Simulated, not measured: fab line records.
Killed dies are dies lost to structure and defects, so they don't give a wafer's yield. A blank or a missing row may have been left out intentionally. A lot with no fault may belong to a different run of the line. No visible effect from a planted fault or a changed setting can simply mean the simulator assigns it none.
Which of the tools did it? :: flow nandHarc :: 42 wafers sampled from 14 lots at 1 step of a route of 1159

== WHAT THE GAUGES READ, wafer by wafer ==
NHARC_P_ZERO_WELL_INSPECT_43. Usual: rawDefectCount 14, standard deviation 5.6.
lot: L866
measured: day 1 19:43
on: defectInspect-02
rawDefectCount: 9 16 27
flag: 

lot: L868
measured: day 2 07:59
on: defectInspect-02
rawDefectCount: 11 17 16
flag: 

lot: L870
measured: day 2 19:40
on: defectInspect-02
rawDefectCount: 18 17 14
flag: 

lot: L875
measured: day 4 01:55
on: defectInspect-01
rawDefectCount: 11 13 12
flag: 

lot: L876
measured: day 4 07:28
on: defectInspect-02
rawDefectCount: 6 20 10
flag: 

lot: L881
measured: day 5 13:41
on: defectInspect-02
rawDefectCount: 25 10 13
flag: 

lot: L882
measured: day 5 19:23
on: defectInspect-01
rawDefectCount: 15 18 13
flag: 

lot: L883
measured: day 6 01:44
on: defectInspect-01
rawDefectCount: 10 15 11
flag: 

lot: L884
measured: day 6 08:00
on: defectInspect-02
rawDefectCount: 7 13 6
flag: 

lot: L885
measured: day 6 13:35
on: defectInspect-01
rawDefectCount: 15 18 16
flag: 

lot: L886
measured: day 6 20:12
on: defectInspect-02
rawDefectCount: 21 14 15
flag: 

lot: L887
measured: day 7 01:32
on: defectInspect-02
rawDefectCount: 30 16 19
flag: 

lot: L888
measured: day 7 07:45
on: defectInspect-02
rawDefectCount: 15 15 25
flag: 

lot: L889
measured: day 7 13:44
on: defectInspect-02
rawDefectCount: 6 12 9
flag: 

== WHAT TOOL EACH LOT RAN ON (gives the tool, then ch and the chambers of the sampled wafers, and finally the start) ==
No process step before these readings appears in the record.

== AS READ BY THE TOOLS THEMSELVES (means over the sampled wafers that have a number; for cases with no such wafer, the mark the record gives instead) ==
The record holds no such reading with a usual standard deviation.

== THE ANSWER, worked out from the rows above alone ==
Rule: take the mean of a lot's wafers that have a number; if it is more than 3 standard deviations from the usual mean, the lot is off. Also off: a lot with no number at a reading for which 4 or more lots have one. All remaining lots with rows at the step are treated as sound. The gauges are gone through in route order, then the tools' own readings, and for those a lot's mean is taken as printed above. The first step at which some lot is off is used, and at that step the reading that is off furthest; a lot without a number counts as furthest.
No lot is off at any reading shown: from this, nothing can be told.

== WHAT HAD BEEN PUT IN BY THE SIMULATOR ==
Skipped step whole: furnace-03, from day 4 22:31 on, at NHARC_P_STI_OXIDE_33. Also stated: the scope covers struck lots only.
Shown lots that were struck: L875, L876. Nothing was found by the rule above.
